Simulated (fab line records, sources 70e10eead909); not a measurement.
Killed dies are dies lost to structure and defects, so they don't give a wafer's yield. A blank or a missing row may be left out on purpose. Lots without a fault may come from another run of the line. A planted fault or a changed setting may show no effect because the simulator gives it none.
A struck lot beside a sound one | flow nand_harc | 15 steps out of a route of 1302
Sound: wafers L497.2, L497.3, L497.6. Struck: wafer L506.1. (L506.2, L506.5 of the same lot were not struck and are left out.) The cause comes at the end.
At each step with rows: each side's tool, then ch and its chambers, then its first start. Under that, the readings that differ: sound wafers | struck wafers | difference of the means | sigmas: that difference in standard deviations of wafers without a fault.
alike: readings whose means differ by less than 2 such deviations, and words and numbers that are the same on both sides. not compared: withheld readings, readings that some wafer has no value for, bounds like >300 that may hide the same value, and numbers for which the record gives no deviation and whose values overlap.
The two part at a step that has a row with sigmas, a row that says differs or no value, or rows on one side only. Numbers that don't overlap but have no deviation are shown without sigmas and don't part them. A reading that every wafer of one side lacks parts them only if that side has two wafers or more.

first, 9 steps without rows for these wafers: NHARC_A_SGD_CUT_HMDS_02 (time 30 s); NHARC_A_SGD_CUT_COAT_56 (time 75 s); NHARC_A_SGD_CUT_COAT_57 (time 65 s); NHARC_A_SGD_CUT_COAT_03 (resist thk 90 nm); NHARC_A_SGD_CUT_SOFTBAKE_04 (time 55 s); NHARC_A_SGD_CUT_EBR_05; NHARC_A_SGD_CUT_EXPOSE_06 (exposes mask SGD); NHARC_A_SGD_CUT_PEB_07 (peb time 65 s); NHARC_A_SGD_CUT_DEVELOP_08 (develop time 35 s).
NHARC_A_SGD_CUT_CD_MEAS_09: target cd 100 nm.
  sound on cd_sem-03 ch 0, day 20 02:22; struck on cd_sem-02 ch 0, day 24 08:40
  alike: cd_nm
NHARC_A_SGD_CUT_OVL_MEAS_10:
  sound on overlay-01, day 20 02:28; struck on overlay-01, day 24 08:45
  reading           | sound          | struck | difference | sigmas
  overlay_x_nm (nm) | -1.3 -1.4 -1.3 | 1.0    | +2.3       | +3
  alike: overlay_y_nm
NHARC_A_SGD_CUT_INSPECT_11:
  sound on defect_inspect-01, day 20 02:30; struck on defect_inspect-02, day 24 08:47
  reading          | sound       | struck | difference | sigmas
  raw_defect_count | 129 125 111 | 16     | -106       | -3
NHARC_A_SGD_CUT_DESCUM_14: chemistry O2, time 3 s.
  sound on rie_diel-11 ch 1,3, day 20 02:34; struck on rie_diel-11 ch 3, day 24 08:52
  reading          | sound          | struck | difference | sigmas
  rf_vpp_V (V)     | 56.7 57.4 58.1 | 59.2   | +1.8       | +2
  run_length_s (s) | 24.0 23.8 23.7 | 25.7   | +1.9       | +6
  alike: drypump_motor_current_A, oes_product_au, showerhead_plenum_p_Torr, throttle_valve_pct
  not compared: rf_hours_counter_h
NHARC_A_SGD_CUT_ETCH_58: etches the open film in CF4, target depth 39 nm, time 65 s.
  sound on rie_diel-11 ch 0,1,3, day 20 02:38; struck on rie_diel-11 ch 1, day 24 08:56
  alike: drypump_motor_current_A, oes_product_au, rf_vpp_V, showerhead_plenum_p_Torr, throttle_valve_pct
  not compared: rf_hours_counter_h
then, 1 step without rows for these wafers: NHARC_END_SORT_01.

WHERE THEY PART
First at NHARC_A_SGD_CUT_OVL_MEAS_10; last, within this record, at NHARC_A_SGD_CUT_DESCUM_14. Later steps at which nothing parts them and some readings are alike: NHARC_A_SGD_CUT_ETCH_58.

WHY: what the simulator had put in
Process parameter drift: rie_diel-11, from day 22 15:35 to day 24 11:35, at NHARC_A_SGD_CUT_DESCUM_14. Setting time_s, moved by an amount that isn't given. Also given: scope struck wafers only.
